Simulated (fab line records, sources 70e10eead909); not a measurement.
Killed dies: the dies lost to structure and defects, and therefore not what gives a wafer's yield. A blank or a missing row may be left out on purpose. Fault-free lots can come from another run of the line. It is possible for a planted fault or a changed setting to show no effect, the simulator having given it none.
Which tool did it? | flow nand harc | at 1 step of a route of 1302, 12 lots with 36 wafers sampled

== WHAT THE GAUGES READ, wafer by wafer ==
NHARC_A_BLC_OVL_MEAS_11.
lot  | measured     | on         | overlay x nm (nm)
L075 | day 23 00:54 | overlay-02 | 1.2 0.8 1.4
L077 | day 24 07:10 | overlay-01 | -0.4 0.3 -0.2
L078 | day 25 08:18 | overlay-02 | 0.1 0.4 0.0
L082 | day 26 00:59 | overlay-02 | 1.5 1.5 1.5
L083 | day 26 05:21 | overlay-02 | 0.9 0.3 0.5
L085 | day 27 09:13 | overlay-01 | 0.0 -0.3 0.0
L087 | day 27 17:17 | overlay-01 | 1.1 0.6 0.3
L089 | day 28 23:56 | overlay-01 | 0.4 -0.1 0.1
L091 | day 29 18:37 | overlay-01 | 0.6 0.6 0.5
L093 | day 30 14:55 | overlay-01 | 0.7 0.2 -0.2
L094 | day 30 22:01 | overlay-01 | 1.4 0.9 0.9
L097 | day 32 14:44 | overlay-02 | 0.3 1.2 0.6

== WHICH TOOL RAN EACH LOT (tool, then ch and the chambers of the sampled wafers, then the start) ==
The record holds no process step before these readings.

== THE ANSWER, worked out from the rows above alone ==
Rule: the usual values come from the lots themselves. Put in order of their means at a reading, lots are off if they are a third of the lots or fewer, leave a main group of 4 or more, and stand apart from it by a gap of 3 or more times the standard deviation of the main group's means; of several such gaps the widest counts. Not used: any main group whose means are identical at the precision the tables above print for the reading. A lot without any number at a reading at which 4 lots or more have one is off too. All remaining lots with rows at the step are treated as sound.
Across all readings shown, no lot is off: no conclusion can be drawn from this.

== WHAT THE SIMULATOR HAD INSERTED ==
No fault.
